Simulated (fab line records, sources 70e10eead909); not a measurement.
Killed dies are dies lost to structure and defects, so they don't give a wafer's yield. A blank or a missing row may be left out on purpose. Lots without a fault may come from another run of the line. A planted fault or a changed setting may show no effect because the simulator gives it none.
Which tool did it? | flow nand_harc | 11 lots, 33 wafers sampled, at 2 steps of a route of 1302

WHAT THE GAUGES READ, wafer by wafer
NHARC_P_ZERO_WELL_CD_MEAS_24: target cd 720 nm.
lot  | measured     | on        | cd_nm (nm)
L452 | day 2 08:28  | cd_sem-01 | 721.8 719.2 721.5
L453 | day 2 18:37  | cd_sem-01 | 721.9 719.9 717.7
L455 | day 3 14:28  | cd_sem-02 | 603.0 604.5 606.4 602.9 604.5 606.2
L460 | day 5 16:37  | cd_sem-02 | 719.9 718.4 718.4
L463 | day 6 22:43  | cd_sem-02 | 718.5 721.3 720.4
L465 | day 7 18:35  | cd_sem-03 | 721.8 721.8 719.9
L467 | day 8 14:30  | cd_sem-01 | 718.5 717.4 716.3
L469 | day 9 10:32  | cd_sem-03 | 718.3 720.0 717.9
L470 | day 9 20:37  | cd_sem-03 | 720.9 722.7 720.6
L471 | day 10 06:47 | cd_sem-02 | 719.7 723.7 720.0
L473 | day 11 02:27 | cd_sem-02 | 719.2 720.0 720.6

WHICH TOOL RAN EACH LOT (tool, then ch and the chambers of the sampled wafers, then the start)
lot  | NHARC_P_ZERO_WELL_EXPOSE_21
L452 | krf_scanner-02 ch 0, day 2 08:19
L453 | krf_scanner-04 ch 0, day 2 18:28
L455 | krf_scanner-04 ch 0, day 3 14:19
L460 | krf_scanner-04 ch 0, day 5 16:27
L463 | krf_scanner-02 ch 0, day 6 22:34
L465 | krf_scanner-04 ch 0, day 7 18:26
L467 | krf_scanner-02 ch 0, day 8 14:20
L469 | krf_scanner-02 ch 0, day 9 10:23
L470 | krf_scanner-04 ch 0, day 9 20:28
L471 | krf_scanner-01 ch 0, day 10 06:38
L473 | krf_scanner-02 ch 0, day 11 02:18
- NHARC_P_ZERO_WELL_EXPOSE_21: exposes mask P NWELL, target cd 720 nm.

THE ANSWER, worked out from the rows above alone
Rule: what is usual is taken from the lots themselves. Put in order of their means at a reading, lots are off if they are a third of the lots or fewer, leave a main group of 4 or more, and stand apart from it by a gap of 3 or more times the standard deviation of the main group's means; of several such gaps the widest counts. A main group whose means are all the same, to the digits that the tables above print for the reading, isn't used. A lot without any number at a reading at which 4 lots or more have one is off too. The other lots that the step has rows for count as sound.
Off: L455, at NHARC_P_ZERO_WELL_CD_MEAS_24 (cd_nm). The main group: mean 719.9 nm, standard deviation 1.2.
A tool fits if, at a process step before that reading, it ran every lot that is off, and no sound lot after the first of them. The gauges at NHARC_P_ZERO_WELL_CD_MEAS_24 are tried like those tools. None of those tried fits.

WHAT THE SIMULATOR HAD PUT IN
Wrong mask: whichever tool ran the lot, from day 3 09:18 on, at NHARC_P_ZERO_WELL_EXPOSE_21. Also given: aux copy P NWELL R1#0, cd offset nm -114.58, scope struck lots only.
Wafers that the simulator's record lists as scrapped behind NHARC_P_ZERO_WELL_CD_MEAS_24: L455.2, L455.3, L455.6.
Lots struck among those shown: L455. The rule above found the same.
